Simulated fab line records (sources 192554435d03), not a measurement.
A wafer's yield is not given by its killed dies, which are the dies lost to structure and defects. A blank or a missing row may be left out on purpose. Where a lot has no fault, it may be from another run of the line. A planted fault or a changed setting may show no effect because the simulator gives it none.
Chamber matching | flow n5Finfet | 4 sister chambers for N5_BEOL_M1_STRIP_19 on rieDiel-01
The step strips in O2. 14 wafers are shown with their chamber, then 7 later ones without.

## WAFERS WITH THEIR CHAMBER
wafer  | chamber | showerheadPlenumPTorr (Torr) | throttleValvePct (%) | drypumpMotorCurrentA (A)
L074.1 | 2       | 2.07                         | 16.83                | 5.5
L074.2 | 1       | 2.24                         | 16.20                | 6.0
L074.6 | 1       | 2.24                         | 16.19                | 5.9
L076.1 | 1       | 2.24                         | 16.20                | 6.0
L076.2 | 3       | 2.14                         | 16.55                | 5.4
L076.4 | 2       | 2.07                         | 16.85                | 5.5
L080.3 | 1       | 2.24                         | 16.21                | 5.9
L080.5 | 0       | 2.23                         | 16.62                | 5.0
L080.6 | 1       | 2.24                         | 16.20                | 5.9
L081.1 | 0       | 2.23                         | 16.63                | 5.1
L081.3 | 1       | 2.24                         | 16.22                | 6.0
L081.5 | 3       | 2.13                         | 16.58                | 5.4
L089.1 | 1       | 2.23                         | 16.24                | 6.0
L089.2 | 3       | 2.13                         | 16.60                | 5.4

SIGNATURES, as means of the wafers listed above
reading               | chamber 0 | chamber 1 | chamber 2 | chamber 3 | scatter within a chamber
showerheadPlenumPTorr | 2.2300    | 2.2386    | 2.0700    | 2.1333    | 0.0039
throttleValvePct      | 16.6250   | 16.2086   | 16.8400   | 16.5767   | 0.0179
drypumpMotorCurrentA  | 5.050     | 5.957     | 5.500     | 5.400     | 0.0471
Rule: distance of a wafer from a chamber = root of the sum over the readings of ((wafer's reading minus chamber's mean) / reading's scatter) squared. The wafer belongs to the nearest chamber; if the next one is less than 2 further off, it can't be placed. The scatter is the square root of a quotient: the sum, over the shown wafers, of each reading's squared deviation from its chamber's mean, divided by wafers minus chambers.

## WAFERS WITHOUT THEIR CHAMBER
wafer  | showerheadPlenumPTorr (Torr) | throttleValvePct (%) | drypumpMotorCurrentA (A)
L089.5 | 2.23                         | 16.66                | 5.1
L093.1 | 2.12                         | 16.63                | 5.4
L093.3 | 2.23                         | 16.29                | 5.9
L093.6 | 2.06                         | 16.42                | 5.5
L095.3 | 2.06                         | 16.40                | 5.6
L095.4 | 2.23                         | 16.28                | 6.0
L095.5 | 2.23                         | 16.27                | 6.0

## THE CHAMBER EACH PASSED THROUGH
wafer  | from the rows above | in truth
L089.5 | 0                   | 0
L093.1 | 3                   | 3
L093.3 | 1                   | 1
L093.6 | 3                   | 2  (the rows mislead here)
L095.3 | 3                   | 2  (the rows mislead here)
L095.4 | 1                   | 1
L095.5 | 1                   | 1
Correct placement for 5 of the 7. Left unplaced by these rows: 0. Placed wrongly: 2.
